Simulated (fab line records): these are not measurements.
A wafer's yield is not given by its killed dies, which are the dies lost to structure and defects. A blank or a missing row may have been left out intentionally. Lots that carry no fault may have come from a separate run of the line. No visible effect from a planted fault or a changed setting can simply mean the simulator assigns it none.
Split-lot trial / flow n5_finfet / on a route of 1938 steps: 7 lots, 21 wafers read

## THE SPLIT
At N5_MOL_CONTACT_COAG_ETCH_106 (etches SOC in N2/H2, target depth 80 nm, overetch 16 nm, time 120 s), the setting source_w was moved away from the recipe's 840 W on 6 of the 21 wafers read, by -7.7% to +16.1%. This setting was run at the recipe's value on the other wafers.

The reading comes from the split's own step.

## THE READING
rf_vpp_V, in V, at N5_MOL_CONTACT_COAG_ETCH_106 (etches SOC in N2/H2, target depth 80 nm, overetch 16 nm, time 120 s). On this fab line, fault-free wafers typically give 523.6 V with a standard deviation of 2.5 V.

wafer=L075.2; tool, chamber at the split=rie_diel-01, 2; source_w as run, W=917; against the recipe=+9.2%; rf_vpp_V, V=509.7; against lot-mates on the recipe=-11.9
wafer=L075.4; tool, chamber at the split=rie_diel-01, 1; source_w as run, W=917; against the recipe=+9.2%; rf_vpp_V, V=506.8; against lot-mates on the recipe=-14.8
wafer=L075.5; tool, chamber at the split=rie_diel-01, 0; source_w as run, W=840; against the recipe=recipe; rf_vpp_V, V=521.6; against lot-mates on the recipe=-
wafer=L077.1; tool, chamber at the split=rie_diel-02, 3; source_w as run, W=930.5; against the recipe=+10.8%; rf_vpp_V, V=508.2; against lot-mates on the recipe=-15.0
wafer=L077.3; tool, chamber at the split=rie_diel-02, 0; source_w as run, W=840; against the recipe=recipe; rf_vpp_V, V=521.1; against lot-mates on the recipe=-
wafer=L077.5; tool, chamber at the split=rie_diel-02, 2; source_w as run, W=840; against the recipe=recipe; rf_vpp_V, V=525.3; against lot-mates on the recipe=-
wafer=L080.2; tool, chamber at the split=rie_diel-04, 0; source_w as run, W=840; against the recipe=recipe; rf_vpp_V, V=520.7; against lot-mates on the recipe=-
wafer=L080.5; tool, chamber at the split=rie_diel-04, 0; source_w as run, W=840; against the recipe=recipe; rf_vpp_V, V=519.6; against lot-mates on the recipe=-
wafer=L080.6; tool, chamber at the split=rie_diel-04, 3; source_w as run, W=775.6; against the recipe=-7.7%; rf_vpp_V, V=539.7; against lot-mates on the recipe=+19.5
wafer=L085.2; tool, chamber at the split=rie_diel-04, 3; source_w as run, W=840; against the recipe=recipe; rf_vpp_V, V=525.9; against lot-mates on the recipe=-
wafer=L085.3; tool, chamber at the split=rie_diel-04, 2; source_w as run, W=840; against the recipe=recipe; rf_vpp_V, V=524.3; against lot-mates on the recipe=-
wafer=L085.4; tool, chamber at the split=rie_diel-04, 0; source_w as run, W=840; against the recipe=recipe; rf_vpp_V, V=520.2; against lot-mates on the recipe=-
wafer=L095.3; tool, chamber at the split=rie_diel-01, 3; source_w as run, W=840; against the recipe=recipe; rf_vpp_V, V=520.5; against lot-mates on the recipe=-
wafer=L095.4; tool, chamber at the split=rie_diel-01, 1; source_w as run, W=840; against the recipe=recipe; rf_vpp_V, V=521.5; against lot-mates on the recipe=-
wafer=L095.6; tool, chamber at the split=rie_diel-01, 2; source_w as run, W=840; against the recipe=recipe; rf_vpp_V, V=525.0; against lot-mates on the recipe=-
wafer=L096.1; tool, chamber at the split=rie_diel-04, 3; source_w as run, W=840; against the recipe=recipe; rf_vpp_V, V=526.7; against lot-mates on the recipe=-
wafer=L096.3; tool, chamber at the split=rie_diel-04, 2; source_w as run, W=840; against the recipe=recipe; rf_vpp_V, V=525.4; against lot-mates on the recipe=-
wafer=L096.4; tool, chamber at the split=rie_diel-04, 0; source_w as run, W=938.3; against the recipe=+11.7%; rf_vpp_V, V=509.3; against lot-mates on the recipe=-16.7
wafer=L097.3; tool, chamber at the split=rie_diel-01, 2; source_w as run, W=840; against the recipe=recipe; rf_vpp_V, V=524.1; against lot-mates on the recipe=-
wafer=L097.4; tool, chamber at the split=rie_diel-01, 3; source_w as run, W=840; against the recipe=recipe; rf_vpp_V, V=522.3; against lot-mates on the recipe=-
wafer=L097.5; tool, chamber at the split=rie_diel-01, 1; source_w as run, W=975.3; against the recipe=+16.1%; rf_vpp_V, V=494.9; against lot-mates on the recipe=-28.3

FIT RESULTS
A straight line over all 21 wafers: rf_vpp_V changes by -1.61 V for each +1% of source_w; r = -0.96; the points scatter about the line by 2.7 V.
The same after taking each lot's own level away (the mean of its wafers on the recipe; 21 wafers): -1.68 V for each +1%; r = -0.97; scatter 2.4 V.
According to that fit, moving source_w by its largest amount changes the reading by 27 V.
Measured against the standard deviation above, the lots' own levels, which go from 520.15 to 526.05 V, span 2.4 times it.
The two slopes are in agreement: the lot-to-lot level therefore moves the slope only a little.
Check: with one of the wafers moved furthest among these (+16.1%) left out of the fit, the line predicts -25.3 V for it against its lot-mates. Against them it came out at -28.3 V.
Tool readings at the split's step, against how far the setting was moved: rf_vpp_V r = -0.96.

## FURTHER SPLITS ON THESE WAFERS
Before the reading, these wafers also passed through other splits. Each is held against what the fit with the lots' levels taken away leaves over:
other split on the same wafers=N5_MOL_CONTACT_COAG_EXPOSE_05 dose_mj; wafers away from the commonest value=8; r with rf_vpp_V (lot level and that fit taken away)=+0.04

## THE FILE'S OWN FIT
rf_vpp_V changes by -1.66 V for each +1% of source_w, r = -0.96.
